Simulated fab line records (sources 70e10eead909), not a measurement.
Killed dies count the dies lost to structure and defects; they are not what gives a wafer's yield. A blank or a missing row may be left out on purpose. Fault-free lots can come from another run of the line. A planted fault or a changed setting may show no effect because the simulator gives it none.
fab line records	flow nand_harc
record lots=24	wafers=72	last_day=33
route steps=1302 shown A_STAIRCASE@819 A_SGD_CUT@907 A_SLIT@934
lots that met no fault: taken from a fault-free run of the same line
start_h: hours from the record's opening day to when the first of the lot's shown wafers began	wait_h: hours since the lot's step before	" as in the row above	L1.1+2: several wafers, shown together as one row	- either no value or no given start	* or withheld: withheld	< > ~ a bound
route shown NAME@n: names a module that has steps shown in the file, with the first one's number in the route	usual: the fault-free wafers' mean and standard deviation	same: alike in all rows	chamber/n: place in a boat	sites: per-site readings	_std_site: how widely they spread, as a standard deviation	_edge_site: the outer-site mean with the inner-site mean subtracted	radius_mm: how far each site lies from the wafer's centre	mask NAME#n: copy n	behind: the most recent tool/chamber to have shaped the wafer	hold: the reason the lot was held/the length of the hold in hours/how it ended	device: whichever transistor did not switch (one of n, p or np)	end of line: the route-end tests of the same wafers	a step with no rows: only its recipe	killed: count of dies lost to structure and defects at first sort (not the wafer's yield)	map: a wafer's dies, marking killed ones x, the rest . and places with no die _
set.NAME: setting as actually run; set.NAME@STEP: the setting as run at that earlier step	model.NAME: the simulator's own value behind a step, which no gauge read
one table for each step of the route and one row for each wafer, over a sample of lots
services: when a tool's chamber went out of use (start_h, in hours from the record's first day, below 0 if earlier), for how many hours, and the reason
## steps
# step NHARC_A_STAIRCASE_DEP_301
# recipe target_thk_a=300	target_thk_nm=30	temp_c=400	pressure_torr=3.5	flow_sccm=200	rf_w=350	material=SiON
# usual heater_power_w=802/110
lot.wafer	tool	chamber	start_h	wait_h	heater_power_w
L074.1	pecvd-01	2	393.00	1.6	679
L074.2	"	0	"	"	787
L074.5	"	0	"	"	796
L076.2	pecvd-01	0	405.49	1.3	847
L076.5	"	0	"	"	855
L076.4	"	1	"	"	939
L075.1	pecvd-01	0	407.32	1.5	891
L075.3	"	2	"	"	678
L075.6	"	2	"	"	670
L077.3	pecvd-01	0	409.24	0.9	752
L077.1	"	1	"	"	896
L077.5	"	2	"	"	735
L078.2	pecvd-02	1	422.69	1.3	1052
L078.1	"	0	"	"	848
L078.5	"	2	"	"	594
L080.3	pecvd-02	2	436.88	1.0	671
L080.1	"	0	"	"	875
L080.5	"	2	"	"	667
L079.2	pecvd-03	2	438.67	1.2	572
L079.1	"	0	"	"	770
L079.5	"	1	"	"	825
L081.3	pecvd-01	1	456.50	0.9	869
L081.4	"	2	"	"	752
L081.6	"	0	"	"	825
L082.2	pecvd-02	2	475.02	1.3	665
L082.4	"	0	"	"	754
L082.6	"	2	"	"	655
L083.2	pecvd-03	0	494.15	1.3	780
L083.3	"	1	"	"	884
L083.1	"	2	"	"	709
L086.1	pecvd-02	0	496.00	1.5	823
L086.2	"	1	"	"	918
L086.5	"	2	"	"	688
L085.2	pecvd-02	0	501.06	1.3	792
L085.1	"	1	"	"	863
L085.6	"	2	"	"	714
L084.3	pecvd-03	0	506.04	0.9	821
L084.2	"	1	"	"	826
L084.6	"	2	"	"	713
L087.1	pecvd-01	1	516.13	1.6	972
L087.4	"	0	"	"	776
L087.6	"	1	"	"	973
L088.3	pecvd-03	0	532.85	1.0	857
L088.2	"	2	"	"	678
L088.5	"	1	"	"	839
L091.1	pecvd-03	1	537.74	1.6	839
L091.6	"	1	"	"	796
L091.5	"	0	"	"	786
L089.2	pecvd-01	0	550.84	1.2	886
L089.3	"	2	"	"	691
L089.5	"	0	"	"	889
L090.2	pecvd-01	1	554.26	1.2	912
L090.3	"	0	"	"	766
L090.5	"	0	"	"	791
L092.1	pecvd-01	2	554.46	1.5	661
L092.6	"	2	"	"	669
L092.5	"	0	"	"	779
L093.2	pecvd-01	2	574.59	1.2	681
L093.1	"	0	"	"	888
L093.3	"	1	"	"	1013
L094.2	pecvd-02	2	582.36	1.3	616
L094.5	"	0	"	"	858
L094.4	"	2	"	"	620
L096.1	pecvd-03	1	597.81	1.6	816
L096.3	"	0	"	"	890
L096.6	"	1	"	"	810
L095.3	pecvd-03	2	599.70	1.0	633
L095.6	"	0	"	"	898
L095.4	"	2	"	"	638
L097.2	pecvd-02	0	618.20	1.3	779
L097.1	"	1	"	"	899
L097.6	"	1	"	"	901
# step NHARC_A_STAIRCASE_DEP_471
# recipe target_thk_a=1000	temp_c=400	pressure_torr=6.5	rf_w=900	teos_flow_sccm=161.4	flow_sccm=2650	target_thk_nm=100	gas=O2	material=SiO2
# usual heater_power_w=616/130	throttle_valve_pct=16.3/0.54
lot.wafer	tool	chamber	start_h	wait_h	heater_power_w	throttle_valve_pct
L074.1	pecvd-01	1	436.77	-	758	16.7
L074.2	"	2	"	"	548	16.4
L074.5	"	1	"	"	746	16.7
L076.2	pecvd-02	2	452.33	-	418	15.9
L076.5	"	2	"	"	417	16.1
L076.4	"	0	"	"	602	16.3
L075.3	pecvd-01	0	452.37	-	622	17.1
L075.1	"	2	"	"	476	16.4
L075.6	"	0	"	"	636	16.7
L077.1	pecvd-02	0	457.22	-	694	16.1
L077.3	"	2	"	"	424	16.2
L077.5	"	2	"	"	434	16.3
L078.2	pecvd-02	2	473.59	-	437	16.2
L078.1	"	0	"	"	610	16.2
L078.5	"	0	"	"	631	16.3
L079.2	pecvd-02	2	487.30	-	511	16.3
L079.1	"	0	"	"	575	16.1
L079.5	"	1	"	"	850	16.8
L080.1	pecvd-01	1	488.01	-	739	17.0
L080.3	"	0	"	"	704	17.3
L080.5	"	2	"	"	505	16.5
L081.3	pecvd-02	1	505.91	-	712	16.6
L081.4	"	0	"	"	677	16.5
L081.6	"	2	"	"	411	16.2
L082.2	pecvd-02	1	529.46	-	861	16.7
L082.6	"	0	"	"	532	16.4
L082.4	"	1	"	"	853	16.7
L083.3	pecvd-03	1	545.06	-	597	15.5
L083.2	"	2	"	"	492	16.3
L083.1	"	0	"	"	690	16.0
L085.1	pecvd-01	0	545.16	-	702	15.9
L085.2	"	1	"	"	805	16.8
L085.6	"	0	"	"	540	16.2
L086.1	pecvd-02	1	545.81	-	821	16.6
L086.2	"	0	"	"	694	16.5
L086.5	"	2	"	"	510	16.3
L084.2	pecvd-01	0	551.12	-	633	16.4
L084.3	"	1	"	"	646	17.0
L084.6	"	0	"	"	635	16.2
L087.1	pecvd-01	0	561.94	-	661	16.4
L087.4	"	1	"	"	725	17.1
L087.6	"	2	"	"	410	16.4
L088.2	pecvd-01	0	581.36	-	557	16.2
L088.3	"	2	"	"	426	16.3
L088.5	"	0	"	"	570	16.1
L091.1	pecvd-01	1	594.72	-	826	16.9
L091.5	"	1	"	"	820	16.7
L091.6	"	2	"	"	386	16.1
L090.2	pecvd-03	0	605.79	-	697	14.9
L090.3	"	2	"	"	456	15.8
L090.5	"	0	"	"	712	14.9
L089.2	pecvd-01	0	606.04	-	678	16.4
L089.3	"	1	"	"	646	17.0
L089.5	"	0	"	"	693	16.4
L092.1	pecvd-03	0	609.67	-	706	14.9
L092.6	"	0	"	"	694	15.1
L092.5	"	2	"	"	486	15.7
L093.1	pecvd-02	0	626.75	-	627	16.0
L093.2	"	1	"	"	804	16.4
L093.3	"	2	"	"	524	15.8
L094.2	pecvd-01	1	634.12	-	774	16.8
L094.5	"	1	"	"	785	17.0
L094.4	"	2	"	"	458	16.3
L096.3	pecvd-03	1	650.44	-	689	15.6
L096.1	"	0	"	"	679	15.0
L096.6	"	1	"	"	679	15.4
L095.3	pecvd-03	2	651.70	-	425	16.1
L095.6	"	2	"	"	418	15.9
L095.4	"	0	"	"	556	14.9
L097.2	pecvd-01	2	664.96	-	507	16.2
L097.1	"	0	"	"	659	16.6
L097.6	"	0	"	"	703	16.3
# step NHARC_A_STAIRCASE_CMP_472
# recipe material=SiO2
# usual edge_zone_pressure_frac=1.000/0.0051	motor_current_A=11.9/0.98
lot.wafer	tool	chamber	start_h	wait_h	edge_zone_pressure_frac	motor_current_A
L074.1	cmp-04	2	437.04	0.2	1.001	12.3
L074.2	"	0	"	"	1.004	14.3
L074.5	"	2	"	"	0.998	12.1
L076.4	cmp-02	0	452.57	0.1	0.999	11.7
L076.2	"	3	"	"	1.004	12.1
L076.5	"	0	"	"	1.001	11.2
L075.1	cmp-01	0	452.67	0.2	0.995	10.9
L075.3	"	1	"	"	0.997	10.7
L075.6	"	0	"	"	1.003	11.4
L077.3	cmp-02	0	457.50	0.2	0.999	11.0
L077.1	"	1	"	"	1.001	13.2
L077.5	"	0	"	"	1.001	11.2
L078.2	cmp-04	2	473.86	0.2	0.999	11.3
L078.1	"	3	"	"	0.999	11.9
L078.5	"	2	"	"	0.995	11.9
L079.2	cmp-02	3	487.54	0.2	1.010	11.2
L079.1	"	1	"	"	1.004	12.7
L079.5	"	0	"	"	0.999	10.2
L080.3	cmp-01	0	488.28	0.2	1.009	11.4
L080.1	"	2	"	"	0.994	12.9
L080.5	"	0	"	"	1.004	10.8
L081.3	cmp-02	1	506.15	0.2	1.007	12.5
L081.4	"	2	"	"	1.001	10.2
L081.6	"	1	"	"	1.006	13.5
L082.2	cmp-01	0	529.70	0.2	1.003	10.8
L082.4	"	3	"	"	0.999	12.5
L082.6	"	0	"	"	1.001	10.7
L083.1	cmp-01	1	545.33	0.2	1.006	11.0
L083.2	"	3	"	"	0.998	12.5
L083.3	"	0	"	"	1.000	11.0
L085.1	cmp-02	3	545.49	0.3	0.999	11.6
L085.2	"	0	"	"	1.005	10.9
L085.6	"	1	"	"	0.997	13.2
L086.1	cmp-04	1	546.08	0.2	1.007	12.3
L086.2	"	2	"	"	1.012	11.2
L086.5	"	2	"	"	1.013	12.0
L084.3	cmp-02	0	551.36	0.2	1.008	11.2
L084.2	"	1	"	"	0.998	13.1
L084.6	"	0	"	"	1.002	11.5
L087.1	cmp-02	3	562.19	0.2	1.004	11.4
L087.4	"	1	"	"	1.007	12.3
L087.6	"	3	"	"	1.010	11.2
L088.2	cmp-01	3	581.64	0.2	1.003	12.8
L088.3	"	1	"	"	1.011	10.7
L088.5	"	0	"	"	1.001	10.7
L091.1	cmp-01	3	594.96	0.2	1.000	12.4
L091.6	"	3	"	"	1.007	11.9
L091.5	"	0	"	"	0.995	10.7
L090.2	cmp-01	2	606.11	0.3	0.999	12.7
L090.3	"	3	"	"	1.007	11.8
L090.5	"	3	"	"	1.006	12.9
L089.3	cmp-02	2	606.34	0.2	1.002	11.0
L089.2	"	3	"	"	1.002	12.0
L089.5	"	1	"	"	1.003	13.3
L092.1	cmp-04	0	609.94	0.2	1.002	14.1
L092.5	"	0	"	"	1.002	13.7
L092.6	"	1	"	"	0.992	13.0
L093.3	cmp-01	2	627.02	0.2	0.996	12.6
L093.2	"	0	"	"	0.996	10.5
L093.1	"	1	"	"	1.011	11.3
L094.2	cmp-04	3	634.36	0.2	0.994	11.6
L094.4	"	0	"	"	0.999	14.2
L094.5	"	3	"	"	1.000	11.6
L096.1	cmp-01	1	650.77	0.2	1.003	11.0
L096.3	"	2	"	"	0.994	12.2
L096.6	"	3	"	"	1.003	12.6
L095.4	cmp-04	0	651.95	0.1	1.003	13.3
L095.3	"	2	"	"	0.994	11.2
L095.6	"	1	"	"	0.997	12.0
L097.1	cmp-02	3	665.23	0.2	0.999	11.4
L097.2	"	1	"	"	0.988	13.3
L097.6	"	0	"	"	0.996	10.8
# step NHARC_A_SGD_CUT_ETCH_15
# recipe target_depth_a=750	time_s=64.3	ch3f_flow_sccm=50	o2_flow_sccm=30	ar_flow_sccm=200	rf_w=500	bias_w=100	chemistry=CH3F/O2
# usual ch3f_flow_sccm=49.98/0.15	drypump_motor_current_A=5.9/0.4	oes_product_au=0.953/0.021	rf_vpp_V=264.5/1.5	showerhead_plenum_p_Torr=2.50/0.082	throttle_valve_pct=20.663/0.0091
lot.wafer	tool	chamber	start_h	wait_h	ch3f_flow_sccm	drypump_motor_current_A	oes_product_au	rf_hours_counter_h	rf_vpp_V	showerhead_plenum_p_Torr	throttle_valve_pct
L074.2	rie_diel-13	1	-	-	50.17	6.0	0.942	4.6	264.1	2.37	20.678
L074.1	"	3	"	"	50.03	5.6	0.959	4.7	264.4	2.49	20.656
L074.5	"	1	"	"	50.09	6.1	0.943	-	262.7	2.37	20.674
L076.4	rie_diel-09	0	-	-	50.03	6.3	0.928	6.4	262.1	2.45	20.659
L076.2	"	1	"	"	50.14	5.6	0.931	9.0	264.1	2.48	20.671
L076.5	"	0	"	"	50.08	6.3	0.937	-	262.7	2.45	20.667
L075.1	rie_diel-05	3	-	-	49.85	5.0	0.971	3.0	265.8	2.51	20.664
L075.3	"	1	"	"	49.84	5.5	0.936	2.7	264.3	2.55	20.670
L075.6	"	3	"	"	49.91	5.0	0.962	-	265.0	2.51	20.665
L077.3	rie_diel-13	1	-	-	49.74	6.0	0.957	5.4	263.4	2.37	20.676
L077.1	"	0	"	"	50.05	6.2	0.956	5.4	265.6	2.49	20.650
L077.5	"	1	"	"	50.04	6.0	0.954	-	262.5	2.37	20.666
L078.2	rie_diel-13	3	-	-	50.07	5.6	0.937	6.4	265.6	2.49	20.661
L078.1	"	0	"	"	50.20	6.2	0.921	6.1	264.9	2.49	20.664
L078.5	"	3	"	"	49.87	5.6	0.937	-	263.3	2.49	20.677
L079.2	rie_diel-09	2	-	-	50.31	6.3	0.977	11.1	266.7	2.58	20.659
L079.1	"	0	"	"	50.32	6.3	0.969	8.4	265.3	2.45	20.663
L079.5	"	1	"	"	50.06	5.5	0.978	-	265.7	2.48	20.663
L080.1	rie_diel-13	3	-	-	50.06	5.6	0.981	6.9	263.2	2.49	20.653
L080.3	"	1	"	"	50.22	6.0	0.949	6.6	263.1	2.37	20.668
L080.5	"	0	"	"	50.15	6.2	0.949	-	263.6	2.49	20.664
L081.3	rie_diel-13	0	-	-	50.19	6.2	0.939	7.2	262.8	2.49	20.657
L081.4	"	1	"	"	49.98	6.0	0.953	7.1	262.2	2.37	20.657
L081.6	"	3	"	"	49.87	5.6	0.980	-	264.1	2.49	20.668
L082.4	rie_diel-09	2	-	-	50.05	6.3	0.919	1.6	265.4	2.58	20.662
L082.2	"	0	"	"	49.85	6.3	0.922	1.8	264.1	2.45	20.672
L082.6	"	3	"	"	50.22	5.5	0.923	-	264.6	2.57	20.657
L083.1	rie_diel-05	2	-	-	50.07	6.3	0.975	10.7	266.2	2.62	20.657
L083.2	"	0	"	"	50.07	5.0	0.947	10.8	264.2	2.38	20.664
L083.3	"	1	"	"	49.91	5.5	0.958	10.9	264.7	2.55	20.649
L085.2	rie_diel-13	3	-	-	49.94	5.6	0.954	0.6	263.3	2.49	20.679
L085.1	"	0	"	"	50.04	6.2	0.955	0.7	263.1	2.49	20.664
L085.6	"	2	"	"	50.25	6.2	0.959	-	265.9	2.61	20.652
L086.1	rie_diel-09	0	-	-	49.95	6.3	0.951	3.0	263.5	2.45	20.669
L086.2	"	2	"	"	49.68	6.3	0.963	2.6	266.1	2.58	20.668
L086.5	"	3	"	"	49.79	5.4	0.979	-	266.1	2.57	20.668
L084.2	rie_diel-13	3	-	-	49.83	5.6	0.923	1.6	265.6	2.49	20.660
L084.3	"	0	"	"	49.86	6.2	0.934	1.4	265.4	2.49	20.659
L084.6	"	1	"	"	49.86	6.0	0.916	-	264.0	2.37	20.659
L087.1	rie_diel-13	1	-	-	49.95	6.0	0.974	2.2	262.3	2.37	20.670
L087.4	"	3	"	"	49.61	5.6	0.950	2.1	264.6	2.49	20.669
L087.6	"	1	"	"	50.07	6.0	0.977	-	263.2	2.37	20.666
L088.3	rie_diel-13	0	-	-	50.04	6.2	0.958	3.8	263.9	2.49	20.660
L088.2	"	3	"	"	50.21	5.6	0.951	4.1	264.3	2.48	20.636
L088.5	"	3	"	"	50.08	5.6	0.951	-	263.2	2.48	20.668
L091.1	rie_diel-13	2	-	-	50.05	6.2	0.960	5.3	267.2	2.61	20.658
L091.6	"	2	"	"	49.88	6.2	0.955	-	264.4	2.61	20.665
L091.5	"	3	"	"	49.99	5.6	0.947	-	263.1	2.49	20.644
L090.3	rie_diel-13	3	-	-	49.96	5.6	0.948	5.5	263.0	2.48	20.658
L090.2	"	0	"	"	49.88	6.2	0.955	5.4	264.8	2.49	20.672
L090.5	"	2	"	"	49.84	6.2	0.970	-	266.8	2.61	20.663
L089.2	rie_diel-05	0	-	-	49.89	5.0	0.971	1.4	262.7	2.37	20.659
L089.3	"	1	"	"	49.87	5.4	0.979	1.5	266.1	2.54	20.654
L089.5	"	1	"	"	49.79	5.5	0.987	-	264.4	2.54	20.662
L092.1	rie_diel-13	3	-	-	49.82	5.6	0.973	6.0	262.9	2.48	20.672
L092.5	"	3	"	"	49.87	5.6	0.979	-	264.4	2.48	20.671
L092.6	"	0	"	"	49.93	6.2	0.972	-	263.5	2.49	20.656
L093.2	rie_diel-13	1	-	-	49.91	6.0	0.918	4.5	262.3	2.37	20.650
L093.3	"	3	"	"	50.04	5.6	0.926	6.9	264.1	2.48	20.680
L093.1	"	0	"	"	49.97	6.2	0.917	6.7	266.3	2.49	20.666
L094.4	rie_diel-13	3	-	-	49.89	5.6	0.964	7.3	265.0	2.48	20.665
L094.2	"	0	"	"	49.78	6.2	0.985	7.2	264.1	2.49	20.659
L094.5	"	0	"	"	49.76	6.2	0.975	-	265.5	2.49	20.653
L096.3	rie_diel-13	2	-	-	50.27	6.1	0.925	8.7	264.4	2.61	20.676
L096.1	"	0	"	"	49.99	6.2	0.924	8.2	264.8	2.49	20.652
L096.6	"	2	"	"	50.04	6.2	0.935	-	265.8	2.61	20.667
L095.4	rie_diel-13	0	-	-	49.99	6.2	0.977	8.5	264.0	2.49	20.670
L095.3	"	2	"	"	49.91	6.2	0.959	9.1	266.0	2.61	20.666
L095.6	"	0	"	"	49.65	6.2	0.974	-	264.1	2.49	20.660
L097.2	rie_diel-05	1	-	-	49.92	5.5	0.930	6.8	265.2	2.54	20.665
L097.1	"	3	"	"	50.11	5.0	0.936	8.1	263.5	2.50	20.673
L097.6	"	1	"	"	49.94	5.5	0.921	-	267.3	2.54	20.647
# step NHARC_A_SGD_CUT_ETCHBACK_24
# recipe target_depth_a=500	over_etch_frac=0.3	time_s=92.857	ion_energy_ev=120	ch3f_flow_sccm=50	o2_flow_sccm=30	ar_flow_sccm=200	rf_w=500	bias_w=100	chemistry=CH3F/O2
# usual ch3f_flow_sccm=50.01/0.17	drypump_motor_current_A=5.8/0.5	oes_product_au=0.96/0.034	rf_vpp_V=245.0/1.4	showerhead_plenum_p_Torr=2.51/0.079	throttle_valve_pct=20.663/0.0096
lot.wafer	tool	chamber	start_h	wait_h	ch3f_flow_sccm	drypump_motor_current_A	oes_product_au	rf_hours_counter_h	rf_vpp_V	showerhead_plenum_p_Torr	throttle_valve_pct
L074.2	rie_diel-05	2	444.55	0.1	49.99	6.4	0.99	2.7	246.8	2.62	20.667
L074.1	"	3	"	"	49.96	5.0	0.99	2.7	244.3	2.51	20.651
L074.5	"	0	"	"	49.91	5.0	1.00	-	243.6	2.38	20.658
L076.4	rie_diel-09	2	460.12	0.1	49.84	6.3	0.92	9.3	246.8	2.58	20.662
L076.2	"	1	"	"	49.98	5.5	0.95	9.2	244.1	2.48	20.657
L076.5	"	3	"	"	49.85	5.4	0.93	-	245.5	2.57	20.659
L075.1	rie_diel-05	3	460.28	0.1	49.72	5.0	0.93	3.8	244.0	2.51	20.655
L075.3	"	0	"	"	50.06	5.0	0.93	2.8	243.6	2.38	20.663
L075.6	"	0	"	"	50.17	5.0	0.92	-	243.4	2.38	20.647
L077.3	rie_diel-09	3	468.72	0.1	49.97	5.5	0.99	9.6	244.9	2.57	20.653
L077.1	"	0	"	"	49.94	6.3	0.99	7.5	244.4	2.45	20.653
L077.5	"	3	"	"	49.85	5.5	1.00	-	245.3	2.57	20.664
L078.1	rie_diel-13	3	481.80	0.2	50.02	5.6	0.94	6.6	244.1	2.49	20.666
L078.2	"	1	"	"	50.09	6.0	0.93	6.1	242.1	2.37	20.671
L078.5	"	2	"	"	49.93	6.1	0.94	-	246.3	2.61	20.674
L079.2	rie_diel-05	0	495.40	0.2	49.96	5.0	0.98	6.0	243.8	2.38	20.655
L079.1	"	1	"	"	49.94	5.4	0.98	5.8	245.5	2.55	20.667
L079.5	"	0	"	"	49.99	5.0	0.99	-	244.8	2.38	20.666
L080.3	rie_diel-13	2	495.40	0.1	50.45	6.2	0.93	6.7	247.0	2.61	20.656
L080.1	"	0	"	"	50.22	6.2	0.92	6.8	244.3	2.49	20.644
L080.5	"	1	"	"	50.25	6.0	0.93	-	243.0	2.37	20.665
L081.3	rie_diel-05	0	514.25	0.2	49.98	5.0	0.92	7.2	243.6	2.38	20.668
L081.4	"	1	"	"	49.90	5.5	0.92	7.3	244.7	2.55	20.678
L081.6	"	3	"	"	50.26	5.0	0.92	-	246.1	2.50	20.658
L082.4	rie_diel-09	2	540.16	0.2	49.67	6.3	0.92	2.0	244.9	2.58	20.653
L082.2	"	3	"	"	50.00	5.5	0.93	2.5	246.7	2.57	20.666
L082.6	"	1	"	"	49.81	5.5	0.94	-	244.8	2.47	20.687
L083.2	rie_diel-09	3	552.90	0.1	50.04	5.5	1.00	3.6	246.2	2.57	20.667
L083.1	"	0	"	"	50.36	6.3	1.00	3.7	244.6	2.45	20.658
L083.3	"	2	"	"	49.96	6.3	1.00	3.2	247.1	2.58	20.661
L085.2	rie_diel-05	2	552.91	0.2	50.06	6.4	0.99	10.9	247.6	2.62	20.665
L085.1	"	3	"	"	49.79	5.0	0.99	11.5	245.7	2.50	20.663
L085.6	"	1	"	"	49.91	5.5	0.99	-	243.3	2.55	20.660
L086.2	rie_diel-13	0	553.07	0.2	49.98	6.2	0.95	1.4	244.9	2.49	20.670
L086.1	"	2	"	"	49.97	6.2	0.98	2.0	246.9	2.61	20.668
L086.5	"	0	"	"	49.88	6.2	0.96	-	244.8	2.49	20.658
L084.3	rie_diel-09	3	561.75	0.1	49.91	5.4	0.99	3.8	245.1	2.57	20.650
L084.2	"	0	"	"	50.18	6.3	0.98	3.8	243.1	2.45	20.672
L084.6	"	0	"	"	50.08	6.3	0.98	-	245.3	2.45	20.663
L087.1	rie_diel-05	0	570.10	0.2	50.05	5.0	0.99	12.5	243.3	2.38	20.660
L087.4	"	1	"	"	50.27	5.5	0.99	12.6	245.1	2.55	20.671
L087.6	"	0	"	"	49.99	5.0	1.00	-	243.0	2.38	20.674
L088.2	rie_diel-13	3	589.73	0.2	49.97	5.6	0.93	4.3	244.9	2.48	20.656
L088.3	"	2	"	"	50.27	6.2	0.94	4.9	245.5	2.61	20.663
L088.5	"	0	"	"	50.25	6.2	0.93	-	244.9	2.49	20.663
L091.1	rie_diel-13	3	603.23	0.1	50.31	5.6	0.93	5.3	245.0	2.48	20.658
L091.5	"	3	"	"	50.11	5.6	0.93	-	244.1	2.48	20.638
L091.6	"	2	"	"	49.89	6.2	0.93	-	245.9	2.61	20.683
L090.2	rie_diel-09	2	613.66	0.1	49.93	6.3	1.00	5.8	246.1	2.58	20.668
L090.3	"	0	"	"	50.10	6.3	1.00	6.7	244.5	2.45	20.654
L090.5	"	3	"	"	49.92	5.5	1.02	-	245.9	2.57	20.663
L089.3	rie_diel-13	3	613.69	0.2	50.00	5.6	1.01	6.1	244.2	2.48	20.643
L089.2	"	0	"	"	50.24	6.2	0.99	6.0	246.2	2.49	20.656
L089.5	"	2	"	"	49.85	6.2	1.01	-	248.5	2.61	20.668
L092.1	rie_diel-05	3	617.76	0.2	50.14	5.0	0.93	2.5	245.1	2.50	20.660
L092.6	"	0	"	"	50.18	5.0	0.90	-	242.7	2.37	20.659
L092.5	"	1	"	"	49.88	5.5	0.91	-	243.0	2.54	20.678
L093.3	rie_diel-13	0	634.97	0.1	50.09	6.2	0.94	6.9	243.9	2.49	20.676
L093.2	"	2	"	"	50.07	6.2	0.95	7.5	246.6	2.61	20.645
L093.1	"	3	"	"	50.01	5.6	0.95	7.1	244.3	2.48	20.667
L094.2	rie_diel-13	0	641.80	0.1	49.65	6.2	0.92	7.5	246.2	2.49	20.636
L094.4	"	2	"	"	49.69	6.2	0.94	8.0	247.8	2.61	20.673
L094.5	"	0	"	"	49.85	6.2	0.92	-	245.7	2.49	20.665
L096.3	rie_diel-09	2	660.64	0.2	50.11	6.3	0.97	7.1	245.9	2.58	20.641
L096.1	"	3	"	"	50.09	5.4	0.97	8.0	247.0	2.57	20.670
L096.6	"	2	"	"	50.00	6.3	0.98	-	245.0	2.58	20.642
L095.3	rie_diel-13	1	660.66	0.2	50.27	6.0	0.93	6.4	242.7	2.37	20.676
L095.4	"	2	"	"	50.25	6.2	0.94	9.2	246.1	2.61	20.664
L095.6	"	1	"	"	50.12	6.0	0.94	-	244.5	2.37	20.683
L097.2	rie_diel-05	2	675.66	0.2	49.92	6.4	0.93	8.3	246.0	2.61	20.672
L097.1	"	0	"	"	50.13	5.0	0.91	8.4	242.8	2.37	20.675
L097.6	"	1	"	"	50.25	5.5	0.94	-	245.7	2.54	20.661
# step NHARC_A_SLIT_OVL_MEAS_10
# usual overlay_x_nm=0.3/0.71	overlay_y_nm=0.2/0.67
lot.wafer	tool	chamber	start_h	wait_h	overlay_x_nm	overlay_y_nm
L074.1	overlay-01	-	449.97	-	-1.3	0.0
L074.2	"	-	"	"	-0.6	-0.2
L074.5	"	-	"	"	-0.9	0.0
L076.2	overlay-02	-	466.32	-	-0.8	-0.6
L076.4	"	-	"	"	-0.6	0.3
L076.5	"	-	"	"	-0.4	0.3
L075.1	overlay-01	-	467.20	-	0.7	0.0
L075.3	"	-	"	"	0.0	-0.6
L075.6	"	-	"	"	0.8	0.0
L077.1	overlay-01	-	473.79	-	-0.3	0.7
L077.3	"	-	"	"	-0.9	0.5
L077.5	"	-	"	"	-0.5	0.9
L078.1	overlay-02	-	486.97	-	0.9	-0.1
L078.2	"	-	"	"	1.3	-0.1
L078.5	"	-	"	"	1.2	0.5
L079.1	overlay-01	-	504.98	-	1.0	-0.1
L079.2	"	-	"	"	0.7	0.2
L079.5	"	-	"	"	0.8	0.6
L080.1	overlay-02	-	505.46	-	1.1	0.4
L080.3	"	-	"	"	0.8	0.0
L080.5	"	-	"	"	0.1	0.1
L081.3	overlay-01	-	519.49	-	1.5	0.0
L081.4	"	-	"	"	1.6	-0.7
L081.6	"	-	"	"	1.5	-0.9
L082.2	overlay-01	-	545.34	-	0.8	0.3
L082.4	"	-	"	"	0.3	0.0
L082.6	"	-	"	"	0.4	0.4
L083.1	overlay-01	-	558.88	-	0.7	-0.9
L083.2	"	-	"	"	0.4	-0.6
L083.3	"	-	"	"	1.1	-0.3
L085.1	overlay-02	-	559.05	-	-0.6	0.1
L085.2	"	-	"	"	-0.8	0.0
L085.6	"	-	"	"	0.0	0.2
L086.1	overlay-01	-	562.29	-	0.7	1.2
L086.2	"	-	"	"	0.2	0.5
L086.5	"	-	"	"	0.4	0.4
L084.2	overlay-01	-	568.55	-	0.0	0.6
L084.3	"	-	"	"	0.2	1.4
L084.6	"	-	"	"	-0.1	1.2
L087.1	overlay-01	-	575.56	-	-0.5	1.5
L087.4	"	-	"	"	-0.5	2.0
L087.6	"	-	"	"	-0.8	1.8
L088.2	overlay-01	-	596.71	-	0.0	-0.4
L088.3	"	-	"	"	-0.3	0.5
L088.5	"	-	"	"	0.4	0.1
L091.1	overlay-02	-	609.56	-	1.1	-0.9
L091.5	"	-	"	"	2.0	-1.0
L091.6	"	-	"	"	1.0	-1.3
L089.2	overlay-02	-	624.72	-	1.1	-0.1
L089.3	"	-	"	"	1.3	-0.7
L089.5	"	-	"	"	1.0	0.0
L090.2	overlay-01	-	624.88	-	0.7	-0.4
L090.3	"	-	"	"	1.1	-0.3
L090.5	"	-	"	"	1.0	-0.1
L092.1	overlay-02	-	628.07	-	-0.8	0.2
L092.5	"	-	"	"	-0.2	-0.6
L092.6	"	-	"	"	-0.2	-0.4
L093.1	overlay-02	-	640.89	-	-0.3	-0.1
L093.2	"	-	"	"	-0.6	0.1
L093.3	"	-	"	"	-0.3	0.0
L094.2	overlay-01	-	647.09	-	-0.2	-0.1
L094.4	"	-	"	"	-0.4	-0.1
L094.5	"	-	"	"	-0.2	-0.7
L096.1	overlay-02	-	668.74	-	0.2	0.2
L096.3	"	-	"	"	0.6	0.0
L096.6	"	-	"	"	0.6	0.6
L095.3	overlay-01	-	668.89	-	-0.4	1.8
L095.4	"	-	"	"	-0.7	1.8
L095.6	"	-	"	"	-0.5	1.1
L097.1	overlay-02	-	683.14	-	0.4	1.5
L097.2	"	-	"	"	0.7	1.0
L097.6	"	-	"	"	0.9	0.7
## services
tool	chamber	start_h	hours	kind
rie_diel-05	0	371.15	8.2	repair
rie_diel-09	0	394.10	18.2	repair
pecvd-03	0	394.48	8.3	repair
rie_diel-09	-	398.71	0.5	repair
cmp-01	-	400.04	4.0	pm
rie_diel-05	-	406.60	9.0	pm
pecvd-02	-	408.24	13.0	pm
rie_diel-05	0	426.03	7.1	repair
cmp-02	-	429.10	4.0	pm
rie_diel-13	0	439.18	2.9	repair
rie_diel-05	1	440.37	7.9	repair
cmp-01	-	441.98	0.8	repair
pecvd-01	-	488.48	5.4	repair
rie_diel-09	-	497.10	9.0	pm
rie_diel-13	-	519.00	9.0	pm
pecvd-03	-	547.61	13.0	pm
rie_diel-09	1	558.13	10.2	repair
rie_diel-13	1	568.36	35.9	repair
rie_diel-05	-	583.60	9.0	pm
pecvd-02	-	589.24	13.0	pm
pecvd-03	1	603.37	4.4	repair
rie_diel-05	1	650.52	8.9	repair
rie_diel-09	-	674.10	9.0	pm
pecvd-01	-	674.85	13.0	pm
## key
fault none
